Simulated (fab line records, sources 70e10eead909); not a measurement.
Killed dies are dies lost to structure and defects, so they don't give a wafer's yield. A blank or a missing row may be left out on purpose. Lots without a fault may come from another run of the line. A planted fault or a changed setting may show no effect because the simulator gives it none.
Which tool did it? | flow nand_harc | 23 lots, 69 wafers sampled, at 5 steps of a route of 1159

WHAT THE GAUGES READ, wafer by wafer
NHARC_P_M2_CD_MEAS_16.
lot  | measured     | on        | cd_nm (nm)
L074 | day 6 15:26  | cd_sem-01 | 170.0 171.2 169.3
L075 | day 6 15:58  | cd_sem-01 | 169.1 170.2 171.7
L076 | day 6 22:40  | cd_sem-03 | 168.8 169.8 170.5
L077 | day 6 23:47  | cd_sem-03 | 171.2 171.1 169.9
L078 | day 7 00:16  | cd_sem-02 | 169.9 168.7 171.4
L079 | day 7 13:57  | cd_sem-02 | 170.0 171.9 171.0
L081 | day 8 01:13  | cd_sem-02 | 170.3 170.9 169.2
L080 | day 8 01:57  | cd_sem-02 | 171.7 169.1 171.4
L083 | day 8 10:00  | cd_sem-02 | 170.2 171.2 171.1
L082 | day 8 13:09  | cd_sem-03 | 170.9 168.8 170.5
L084 | day 8 13:47  | cd_sem-02 | 168.6 171.5 172.2
L086 | day 9 10:57  | cd_sem-01 | 171.8 170.0 170.4
L087 | day 9 11:07  | cd_sem-02 | 170.9 171.3 171.6
L085 | day 9 11:52  | cd_sem-03 | 170.9 171.6 171.7
L088 | day 9 14:00  | cd_sem-02 | 170.4 170.6 168.9
L090 | day 10 04:35 | cd_sem-01 | 170.3 169.2 169.8
L091 | day 10 12:04 | cd_sem-02 | 171.5 170.3 168.9
L092 | day 10 14:31 | cd_sem-03 | 171.9 170.1 170.5
L093 | day 10 23:46 | cd_sem-01 | 170.9 170.2 171.7
L094 | day 11 05:01 | cd_sem-03 | 171.5 170.8 170.1
L095 | day 11 05:45 | cd_sem-01 | 171.7 169.9 170.7
L096 | day 11 10:59 | cd_sem-02 | 170.5 169.5 171.2
L097 | day 11 21:58 | cd_sem-02 | 170.5 169.8 173.1

NHARC_P_BONDPAD_THK_MEAS_33: measures by ellipsometry.
lot  | measured     | on            | thk_nm (nm)
L074 | day 6 19:04  | film_metro-02 | 199.4 200.2 198.2
L075 | day 6 19:28  | film_metro-01 | 199.8 200.2 199.2
L076 | day 7 02:12  | film_metro-01 | 200.0 197.7 199.5
L077 | day 7 03:20  | film_metro-02 | 198.1 199.1 199.7
L078 | day 7 03:59  | film_metro-02 | 199.6 198.7 199.1
L079 | day 7 17:29  | film_metro-01 | 197.0 200.2 199.3
L081 | day 8 04:44  | film_metro-02 | 199.9 200.4 197.1
L080 | day 8 05:27  | film_metro-01 | 197.8 199.5 197.6
L083 | day 8 13:29  | film_metro-02 | 199.8 198.8 199.6
L082 | day 8 16:40  | film_metro-02 | 200.5 199.1 199.8
L084 | day 8 17:28  | film_metro-01 | 200.9 201.6 196.5
L086 | day 9 14:40  | film_metro-02 | 196.3 199.3 202.0
L087 | day 9 14:58  | film_metro-02 | 197.9 200.6 200.0
L085 | day 9 15:22  | film_metro-01 | 202.3 200.9 199.6
L088 | day 9 17:31  | film_metro-01 | 198.1 196.4 199.2
L090 | day 10 08:12 | film_metro-02 | 199.2 197.4 197.8
L091 | day 10 15:34 | film_metro-02 | 198.7 197.7 197.8
L092 | day 10 18:01 | film_metro-02 | 201.8 198.8 200.5
L093 | day 11 03:23 | film_metro-01 | 196.5 198.8 197.9
L094 | day 11 08:35 | film_metro-01 | 198.7 198.6 197.9
L095 | day 11 10:03 | film_metro-01 | 196.7 202.2 197.7
L096 | day 11 14:41 | film_metro-01 | 197.2 199.1 199.8
L097 | day 12 01:27 | film_metro-01 | 198.3 201.8 203.5

WHICH TOOL RAN EACH LOT (tool, then ch and the chambers of the sampled wafers, then the start)
lot  | NHARC_P_GATE_DESCUM_61            | NHARC_P_M2_DESCUM_14               | NHARC_P_M2_STRIP_18
L074 | rie_diel-05 ch 0,2,3, day 5 12:57 | rie_diel-06 ch 1,2,3, day 6 15:04  | rie_diel-06 ch 0,1,3, day 6 15:31
L075 | rie_diel-05 ch 0,2,3, day 5 13:19 | rie_diel-05 ch 0,2,3, day 6 15:38  | rie_diel-06 ch 1,2,3, day 6 16:02
L076 | rie_diel-02 ch 0,1,3, day 5 21:02 | rie_diel-06 ch 0,1,2, day 6 22:22  | rie_diel-06 ch 2,3, day 6 22:45
L077 | rie_diel-05 ch 0,2,3, day 6 00:05 | rie_diel-06 ch 1,2,3, day 6 23:29  | rie_diel-05 ch 0,2,3, day 6 23:52
L078 | rie_diel-05 ch 0,1, day 6 00:17   | rie_diel-02 ch 0,1,3, day 6 23:58  | rie_diel-05 ch 0,3, day 7 00:24
L079 | rie_diel-02 ch 0,1,2, day 6 15:10 | rie_diel-06 ch 0,3, day 7 13:38    | rie_diel-06 ch 0,3, day 7 14:02
L081 | rie_diel-05 ch 2,3, day 7 01:23   | rie_diel-06 ch 0,1,2, day 8 00:53  | rie_diel-02 ch 1,2,3, day 8 01:22
L080 | rie_diel-02 ch 1,2, day 7 02:20   | rie_diel-06 ch 0,3, day 8 01:39    | rie_diel-06 ch 2,3, day 8 02:03
L083 | rie_diel-05 ch 1,2, day 7 12:10   | rie_diel-06 ch 0,1, day 8 09:41    | rie_diel-06 ch 0,1, day 8 10:04
L082 | rie_diel-05 ch 1,2,3, day 7 16:59 | rie_diel-06 ch 2,3, day 8 12:51    | rie_diel-05 ch 1,3, day 8 13:13
L084 | rie_diel-08 ch 1,2,3, day 7 18:34 | rie_diel-05 ch 0,2,3, day 8 13:26  | rie_diel-06 ch 2,3, day 8 13:53
L086 | rie_diel-08 ch 2,3, day 8 11:01   | rie_diel-06 ch 0,3, day 9 10:35    | rie_diel-06 ch 0,2,3, day 9 11:04
L087 | rie_diel-02 ch 0,2,3, day 8 11:15 | rie_diel-06 ch 0,2,3, day 9 10:44  | rie_diel-02 ch 0,2, day 9 11:13
L085 | rie_diel-08 ch 0,2,3, day 8 11:40 | rie_diel-05 ch 2,3, day 9 11:29    | rie_diel-06 ch 0,1,2, day 9 11:56
L088 | rie_diel-02 ch 0,1,3, day 8 17:08 | rie_diel-06 ch 1,2,3, day 9 13:43  | rie_diel-06 ch 0,3, day 9 14:06
L090 | rie_diel-05 ch 2,3, day 9 07:29   | rie_diel-06 ch 1,2, day 10 04:17   | rie_diel-06 ch 0,2, day 10 04:41
L091 | rie_diel-08 ch 1,2,3, day 9 14:32 | rie_diel-06 ch 0,1,3, day 10 11:47 | rie_diel-02 ch 0,2,3, day 10 12:09
L092 | rie_diel-05 ch 0,3, day 9 19:13   | rie_diel-06 ch 0,1,2, day 10 14:13 | rie_diel-02 ch 0,2, day 10 14:35
L093 | rie_diel-05 ch 0,3, day 10 02:16  | rie_diel-05 ch 2,3, day 10 23:27   | rie_diel-06 ch 0,1, day 10 23:50
L094 | rie_diel-05 ch 1,2, day 10 09:40  | rie_diel-05 ch 0,1,3, day 11 04:41 | rie_diel-05 ch 1,2,3, day 11 05:07
L095 | rie_diel-05 ch 2,3, day 10 10:10  | rie_diel-05 ch 1,3, day 11 05:27   | rie_diel-02 ch 1,2,3, day 11 05:55
L096 | rie_diel-05 ch 0,2, day 10 15:11  | rie_diel-06 ch 1,2,3, day 11 10:41 | rie_diel-02 ch 0,1, day 11 11:04
L097 | rie_diel-08 ch 2,3, day 11 02:25  | rie_diel-06 ch 0,1,3, day 11 21:40 | rie_diel-06 ch 2,3, day 11 22:02
- NHARC_P_GATE_DESCUM_61: chemistry O2, time 3 s.
- NHARC_P_M2_DESCUM_14: chemistry O2, time 3 s.
- NHARC_P_M2_STRIP_18: strips in N2/H2.

WHAT THE TOOLS THEMSELVES READ (means of the sampled wafers that have a number; where no wafer has one, the mark that the record gives instead)
NHARC_P_GATE_DESCUM_61.
lot  | tool        | drypump_motor_current_A (A) | oes_product_au (a.u.) | rf_vpp_V (V) | showerhead_plenum_p_Torr (Torr) | throttle_valve_pct (%)
L074 | rie_diel-05 | 5.9                         | 0.993                 | 57.2         | 1.93                            | 11.317
L075 | rie_diel-05 | 5.9                         | 0.996                 | 57.4         | 1.93                            | 11.312
L076 | rie_diel-02 | 5.8                         | 1.005                 | 58.0         | 1.96                            | 11.309
L077 | rie_diel-05 | 5.9                         | 0.999                 | 56.8         | 1.93                            | 11.304
L078 | rie_diel-05 | 5.8                         | 0.991                 | 57.7         | 1.90                            | 11.310
L079 | rie_diel-02 | 5.6                         | 1.000                 | 57.4         | 1.93                            | 11.314
L081 | rie_diel-05 | 6.0                         | 1.005                 | 57.0         | 1.90                            | 11.309
L080 | rie_diel-02 | 5.9                         | 1.000                 | 58.0         | 1.90                            | 11.318
L083 | rie_diel-05 | 5.9                         | 0.999                 | 56.7         | 1.88                            | 11.296
L082 | rie_diel-05 | 5.9                         | 1.014                 | 57.6         | 1.91                            | 11.318
L084 | rie_diel-08 | 5.4                         | 0.993                 | 59.0         | 1.95                            | 11.327
L086 | rie_diel-08 | 5.7                         | 1.000                 | 58.8         | 1.99                            | 11.307
L087 | rie_diel-02 | 5.7                         | 0.998                 | 57.0         | 1.90                            | 11.317
L085 | rie_diel-08 | 5.8                         | 0.995                 | 57.4         | 1.93                            | 11.305
L088 | rie_diel-02 | 5.8                         | 1.001                 | 58.4         | 1.95                            | 11.310
L090 | rie_diel-05 | 6.0                         | 1.002                 | 58.2         | 1.90                            | 11.315
L091 | rie_diel-08 | 5.4                         | 0.996                 | 58.0         | 1.94                            | 11.311
L092 | rie_diel-05 | 5.8                         | 1.010                 | 58.2         | 1.95                            | 11.308
L093 | rie_diel-05 | 5.8                         | 1.004                 | 57.8         | 1.95                            | 11.319
L094 | rie_diel-05 | 6.0                         | 0.998                 | 58.2         | 1.87                            | 11.310
L095 | rie_diel-05 | 6.0                         | 0.997                 | 57.6         | 1.90                            | 11.314
L096 | rie_diel-05 | 6.0                         | 0.995                 | 57.7         | 1.92                            | 11.311
L097 | rie_diel-08 | 5.7                         | 0.989                 | 58.0         | 1.98                            | 11.307

NHARC_P_M2_DESCUM_14.
lot  | tool        | drypump_motor_current_A (A) | oes_product_au (a.u.) | rf_vpp_V (V) | showerhead_plenum_p_Torr (Torr) | throttle_valve_pct (%)
L074 | rie_diel-06 | 5.8                         | 1.003                 | 58.3         | 1.96                            | 11.315
L075 | rie_diel-05 | 5.9                         | 1.004                 | 57.8         | 1.93                            | 11.311
L076 | rie_diel-06 | 6.3                         | 0.994                 | 57.8         | 1.92                            | 11.308
L077 | rie_diel-06 | 5.8                         | 0.999                 | 58.3         | 1.96                            | 11.303
L078 | rie_diel-02 | 5.7                         | 1.013                 | 57.7         | 1.96                            | 11.320
L079 | rie_diel-06 | 6.2                         | 0.988                 | 57.2         | 1.94                            | 11.303
L081 | rie_diel-06 | 6.2                         | 0.991                 | 57.3         | 1.92                            | 11.313
L080 | rie_diel-06 | 6.3                         | 0.996                 | 57.9         | 1.94                            | 11.313
L083 | rie_diel-06 | 5.8                         | 0.985                 | 57.4         | 1.83                            | 11.314
L082 | rie_diel-06 | 6.2                         | 1.004                 | 58.1         | 2.05                            | 11.319
L084 | rie_diel-05 | 5.9                         | 1.003                 | 57.1         | 1.93                            | 11.319
L086 | rie_diel-06 | 6.3                         | 0.992                 | 57.2         | 1.94                            | 11.310
L087 | rie_diel-06 | 6.2                         | 0.992                 | 58.7         | 1.99                            | 11.313
L085 | rie_diel-05 | 6.0                         | 1.004                 | 57.3         | 1.90                            | 11.308
L088 | rie_diel-06 | 5.8                         | 0.998                 | 59.0         | 1.96                            | 11.310
L090 | rie_diel-06 | 6.2                         | 1.001                 | 58.3         | 1.97                            | 11.315
L091 | rie_diel-06 | 5.9                         | 0.992                 | 58.3         | 1.91                            | 11.309
L092 | rie_diel-06 | 6.3                         | 0.998                 | 57.8         | 1.92                            | 11.322
L093 | rie_diel-05 | 5.9                         | 1.010                 | 58.5         | 1.93                            | 11.313
L094 | rie_diel-05 | 5.8                         | 1.005                 | 57.9         | 1.92                            | 11.309
L095 | rie_diel-05 | 5.8                         | 1.014                 | 58.8         | 1.90                            | 11.312
L096 | rie_diel-06 | 5.8                         | 1.003                 | 58.9         | 1.96                            | 11.314
L097 | rie_diel-06 | 5.8                         | 0.990                 | 57.9         | 1.91                            | 11.311

NHARC_P_M2_STRIP_18.
lot  | tool        | drypump_motor_current_A (A) | n2_flow_sccm (sccm) | oes_product_au (a.u.) | rf_vpp_V (V) | showerhead_plenum_p_Torr (Torr) | throttle_valve_pct (%)
L074 | rie_diel-06 | 5.8                         | 149.7               | 0.989                 | 91.3         | 2.03                            | 14.169
L075 | rie_diel-06 | 5.8                         | 149.7               | 0.996                 | 91.6         | 2.09                            | 14.183
L076 | rie_diel-06 | 5.8                         | 150.4               | 0.997                 | 91.0         | 2.17                            | 14.175
L077 | rie_diel-05 | 5.9                         | 150.2               | 0.994                 | 90.5         | 2.06                            | 14.165
L078 | rie_diel-05 | 5.8                         | 150.3               | 0.999                 | 91.6         | 2.09                            | 14.172
L079 | rie_diel-06 | 6.2                         | 150.1               | 0.998                 | 90.7         | 2.07                            | 14.174
L081 | rie_diel-02 | 6.0                         | 150.0               | 1.004                 | 90.9         | 2.05                            | 14.170
L080 | rie_diel-06 | 5.8                         | 149.7               | 1.002                 | 91.6         | 2.17                            | 14.174
L083 | rie_diel-06 | 5.9                         | 150.3               | 0.985                 | 90.3         | 1.95                            | 14.174
L082 | rie_diel-05 | 5.8                         | 150.1               | 1.014                 | 90.8         | 2.07                            | 14.171
L084 | rie_diel-06 | 5.8                         | 150.2               | 1.002                 | 91.9         | 2.17                            | 14.170
L086 | rie_diel-06 | 6.2                         | 149.9               | 1.002                 | 90.7         | 2.13                            | 14.159
L087 | rie_diel-02 | 5.6                         | 150.0               | 1.001                 | 90.7         | 1.99                            | 14.168
L085 | rie_diel-06 | 6.2                         | 149.5               | 0.988                 | 90.8         | 2.05                            | 14.179
L088 | rie_diel-06 | 5.8                         | 150.0               | 0.996                 | 92.1         | 2.11                            | 14.167
L090 | rie_diel-06 | 6.6                         | 150.1               | 1.002                 | 91.3         | 2.14                            | 14.164
L091 | rie_diel-02 | 5.7                         | 150.3               | 1.007                 | 90.7         | 2.02                            | 14.178
L092 | rie_diel-02 | 5.6                         | 149.6               | 1.004                 | 90.5         | 1.99                            | 14.166
L093 | rie_diel-06 | 5.8                         | 150.5               | 0.983                 | 89.8         | 1.95                            | 14.173
L094 | rie_diel-05 | 5.9                         | 150.0               | 1.006                 | 90.5         | 2.02                            | 14.172
L095 | rie_diel-02 | 6.0                         | 149.8               | 0.999                 | 90.3         | 2.04                            | 14.167
L096 | rie_diel-02 | 5.7                         | 150.5               | 1.003                 | 91.5         | 2.10                            | 14.166
L097 | rie_diel-06 | 6.2                         | 150.5               | 1.004                 | 90.7         | 2.19                            | 14.166

THE ANSWER, worked out from the rows above alone
Rule: what is usual is taken from the lots themselves. Put in order of their means at a reading, lots are off if they are a third of the lots or fewer, leave a main group of 4 or more, and stand apart from it by a gap of 3 or more times the standard deviation of the main group's means; of several such gaps the widest counts. A main group whose means are all the same, to the digits that the tables above print for the reading, isn't used. A lot without any number at a reading at which 4 lots or more have one is off too. The other lots that the step has rows for count as sound. The gauges are gone through in route order, then the tools' own readings, and for those a lot's mean is taken as printed above. The first step at which some lot is off is used, and at that step the reading that is off furthest; a lot without a number counts as furthest.
No lot is off at any reading shown: from this, nothing can be told.

WHAT THE SIMULATOR HAD PUT IN
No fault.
